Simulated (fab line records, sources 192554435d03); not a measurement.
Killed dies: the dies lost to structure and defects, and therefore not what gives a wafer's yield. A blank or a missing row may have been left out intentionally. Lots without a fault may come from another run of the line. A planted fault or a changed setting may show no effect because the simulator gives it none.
Chamber matching	flow n5 finfet	ald hk-01 running N5_HKMG_FIN_ALD_74: 4 sister chambers
The step deposits La2O3, target thk 0.5 nm, pulse time 6 s, co reactant pulse time 1 s. 8 wafers are shown with their chamber, then 7 later ones without.

== WAFERS PAIRED WITH THEIR CHAMBERS ==
wafer	chamber	heater power w (W)	precursor pulse height rel
L228.2	0	357	1.005
L231.4	3	358	0.983
L236.5	2	332	1.047
L237.2	2	334	1.004
L237.3	0	367	0.983
L237.5	1	333	1.027
L239.1	1	333	1.002
L239.2	3	347	1.007

== WAFERS WITH NO CHAMBER GIVEN ==
wafer	heater power w (W)	precursor pulse height rel
L239.5	339	0.994
L242.2	327	0.986
L242.3	345	1.007
L242.6	360	0.992
L248.3	358	1.005
L248.4	328	1.008
L248.6	327	1.006

== THE CHAMBER EACH PASSED THROUGH ==
wafer	from the rows above	in truth
L239.5	can't be placed: 1 or 2 or 3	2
L242.2	can't be placed: 1 or 2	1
L242.3	can't be placed: 3 or 1 or 2 or 0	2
L242.6	can't be placed: 0 or 3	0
L248.3	can't be placed: 0 or 3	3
L248.4	can't be placed: 1 or 2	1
L248.6	can't be placed: 1 or 2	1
Placed correctly: 0 of 7. Unplaceable from these rows: 7, with the true chamber sitting among the candidates in 7. 0 placed wrongly.
How it was worked out, from the rows above alone: a wafer's distance from a chamber is the root of the sum, over the readings, of the square of ((its reading less the chamber's mean) divided by the reading's scatter). The wafer belongs to the nearest chamber; if the next one is less than 2 further off, it can't be placed. For every chamber, the mean is computed from those of its wafers that are shown. How the scatter is found: for the shown wafers, subtract from each reading the mean of its chamber, square and add these, divide the total by (wafers less chambers), then take the root.
